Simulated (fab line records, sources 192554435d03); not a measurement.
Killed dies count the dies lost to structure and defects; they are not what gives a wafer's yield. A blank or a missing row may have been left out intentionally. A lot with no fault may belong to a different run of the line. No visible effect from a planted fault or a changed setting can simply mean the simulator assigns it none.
One fault seen from 2 desks + flow n5_finfet + numbers are kept per desk, each desk with only its own; the story behind them comes last

## AT THE METROLOGY DESK
Lot by lot, what the gauges showed, no matter which tool ran the lot: averages of those sampled wafers that carry a number. A lot is out of limits, marked OUT, if its mean lies more than 4 standard deviations from the usual mean; the brackets give that distance.
Columns: A = M5_THK at N5_BEOL_M5_THK_MEAS_53, usual 62.3 nm; B = M6_ILD_THK at N5_BEOL_M6_THK_MEAS_01, usual 157.0 nm
| lot  | first seen here | A    | B                |
|------|-----------------|------|------------------|
| L604 | day 8 12:43     | 60.9 | 152.3            |
| L602 | day 8 22:36     | 61.2 | 153.9            |
| L603 | day 9 02:16     | 59.6 | 159.1            |
| L606 | day 9 20:54     | 63.8 | 158.9            |
| L607 | day 9 23:09     | 61.1 | 158.1            |
| L608 | day 10 03:31    | 62.0 | 156.6            |
| L610 | day 10 20:47    | 60.8 | 156.2            |
| L611 | day 11 02:36    | 63.9 | 155.9            |
| L613 | day 11 07:23    | 64.0 | 154.7            |
| L621 | day 13 07:13    | 62.8 | 162.3            |
| L620 | day 13 07:29    | 63.6 | 167.2 (+4.1) OUT |
| L622 | day 13 17:44    | 59.7 | 160.6            |
This desk finds L620 out of limits, with the earliest case on L620 at day 13 08:24 (M6_ILD_THK at N5_BEOL_M6_THK_MEAS_01). Within limits: L604, L602, L603, L606, L607, L608, L610, L611, L613, L621, L622.

## THE TOOL OWNER'S DESK: pecvd-04
The tool's own readings at N5_BEOL_M6_ILD_DEP_00 (deposits SiCOH lowk from DEMS/porogen, target thk 179.75 nm, time 33.4 s): means of the sampled wafers that have a number, for each lot that ran on this tool. A lot is out of limits, marked OUT, if its mean lies more than 4 standard deviations from the usual mean; the brackets give that distance.
Columns: A = heater_power_w at N5_BEOL_M6_ILD_DEP_00, usual 286 W; B = showerhead_plenum_p_Torr at N5_BEOL_M6_ILD_DEP_00, usual 5.745 Torr; C = showerhead_vpp_V at N5_BEOL_M6_ILD_DEP_00, usual 1402 V; D = throttle_valve_pct at N5_BEOL_M6_ILD_DEP_00, usual 14.1 %
| lot  | first seen here | A   | B     | C    | D    |
|------|-----------------|-----|-------|------|------|
| L603 | day 9 02:35     | 261 | 5.747 | 1356 | 14.2 |
| L606 | day 9 21:20     | 246 | 5.752 | 1372 | 14.1 |
| L607 | day 9 23:30     | 257 | 5.744 | 1378 | 14.3 |
| L610 | day 10 21:08    | 280 | 5.748 | 1384 | 14.4 |
| L611 | day 11 02:55    | 282 | 5.736 | 1360 | 14.1 |
| L613 | day 11 07:43    | 266 | 5.742 | 1369 | 14.3 |
| L621 | day 13 07:32    | 245 | 5.753 | 1407 | 14.8 |
| L620 | day 13 07:48    | 236 | 5.748 | 1440 | 14.8 |
| L622 | day 13 18:05    | 273 | 5.741 | 1393 | 13.9 |
This desk's finding: nothing out of limits on any of the 9 lots.

## ALL TOGETHER
The metrology desk could have raised an alarm at day 13 08:24, on L620.
The tool owner's desk saw nothing out of limits.
The tool owner's desk has L620 on record, within its limits.
On pecvd-04, each named lot ran N5_BEOL_M6_ILD_DEP_00.

## WHAT THE SIMULATOR HAD PUT IN
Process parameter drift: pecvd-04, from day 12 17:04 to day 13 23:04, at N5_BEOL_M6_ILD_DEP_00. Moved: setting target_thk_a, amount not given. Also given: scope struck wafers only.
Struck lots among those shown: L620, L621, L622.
Per desk, hours elapsed from the start of the fault to the first reading out of limits: for the metrology desk, 15.
